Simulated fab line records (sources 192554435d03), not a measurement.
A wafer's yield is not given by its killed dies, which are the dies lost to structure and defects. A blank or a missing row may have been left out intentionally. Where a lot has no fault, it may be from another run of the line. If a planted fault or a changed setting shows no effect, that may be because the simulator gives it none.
Chamber matching	flow n5-finfet	rie-diel-01 running N5_FIN_CUT_ETCH_21: 4 sister chambers
The step etches SOC in N2/H2, target depth 219 nm, overetch 43.8 nm, time 523.5 s. 4 wafers are shown with their chamber, then 8 later ones without.

WAFERS, EACH WITH ITS CHAMBER
wafer	chamber	showerhead-plenum-p-Torr (Torr)
L075.5	3	2.63
L079.6	1	2.40
L083.4	2	2.66
L091.4	0	2.62

WAFERS MISSING THEIR CHAMBER
wafer	showerhead-plenum-p-Torr (Torr)
L091.5	2.62
L091.6	2.62
L092.1	2.71
L092.4	2.62
L092.6	2.65
L097.1	2.61
L097.4	2.64
L097.5	2.61

WHICH CHAMBER EACH WENT THROUGH
wafer	from the rows above	in truth
L091.5	can't be placed: 0 or 3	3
L091.6	can't be placed: 0 or 3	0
L092.1	can't be placed: 2 or 3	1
L092.4	can't be placed: 0 or 3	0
L092.6	can't be placed: 2 or 3 or 0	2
L097.1	can't be placed: 0 or 3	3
L097.4	can't be placed: 3 or 0 or 2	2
L097.5	can't be placed: 0 or 3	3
Correct placement for 0 of the 8. Unplaceable from these rows: 8, with the true chamber sitting among the candidates in 7. Wrongly placed: 0.
How it was worked out, from the rows above alone: a wafer's distance from a chamber is the root of the sum, over the readings, of the square of ((its reading less the chamber's mean) divided by the reading's scatter). The wafer belongs to the nearest chamber; if the next one is less than 2 further off, it can't be placed. The mean given for a chamber averages the wafers shown for that chamber. The scatter: with one shown wafer a chamber, the root of the mean of the squares of how far each hidden wafer lies from its nearest shown one.
